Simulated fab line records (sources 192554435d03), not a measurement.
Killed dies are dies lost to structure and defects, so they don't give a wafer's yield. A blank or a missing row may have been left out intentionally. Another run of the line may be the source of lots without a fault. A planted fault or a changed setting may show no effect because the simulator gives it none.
Chamber matching ; flow n5Finfet ; N5_BEOL_M6_ETCH_61 on rieDiel-05: 4 sister chambers
The step etches SiARC in CF4, target depth 45.5 nm, time 75.8 s. 8 wafers are shown with their chamber, then 11 later ones without.

## WAFERS PAIRED WITH THEIR CHAMBERS
wafer;chamber;drypumpMotorCurrentA (A);showerheadPlenumPTorr (Torr)
L076.2;3;6.1;2.11
L091.1;1;6.1;2.17
L091.2;0;5.4;2.08
L091.4;2;5.7;2.22
L092.1;1;6.1;2.17
L092.3;0;5.4;2.08
L092.4;2;5.7;2.22
L095.1;3;6.2;2.10

## WAFERS MISSING THEIR CHAMBER
wafer;drypumpMotorCurrentA (A);showerheadPlenumPTorr (Torr)
L095.2;5.7;2.22
L095.4;5.4;2.08
L093.1;5.7;2.22
L093.5;6.1;2.10
L093.6;5.7;2.22
L097.2;6.1;2.10
L097.4;5.4;2.08
L097.5;6.1;2.10
L096.4;6.2;2.17
L096.5;5.7;2.22
L096.6;6.1;2.17

## WHICH CHAMBER EACH WENT THROUGH
wafer;from the rows above;in truth
L095.2;2;2
L095.4;0;0
L093.1;2;2
L093.5;3;3
L093.6;2;2
L097.2;3;3
L097.4;0;0
L097.5;3;3
L096.4;1;1
L096.5;2;2
L096.6;1;1
11 of 11 placed correctly. Not placeable from these rows: 0. Number placed wrongly: 0.
How it was worked out, from the rows above alone: a wafer's distance from a chamber is the root of the sum, over the readings, of the square of ((its reading less the chamber's mean) divided by the reading's scatter). The wafer belongs to the nearest chamber; if the next one is less than 2 further off, it can't be placed. The mean given for a chamber averages the wafers shown for that chamber. The scatter is the square root of a quotient: the sum, over the shown wafers, of each reading's squared deviation from its chamber's mean, divided by wafers minus chambers.
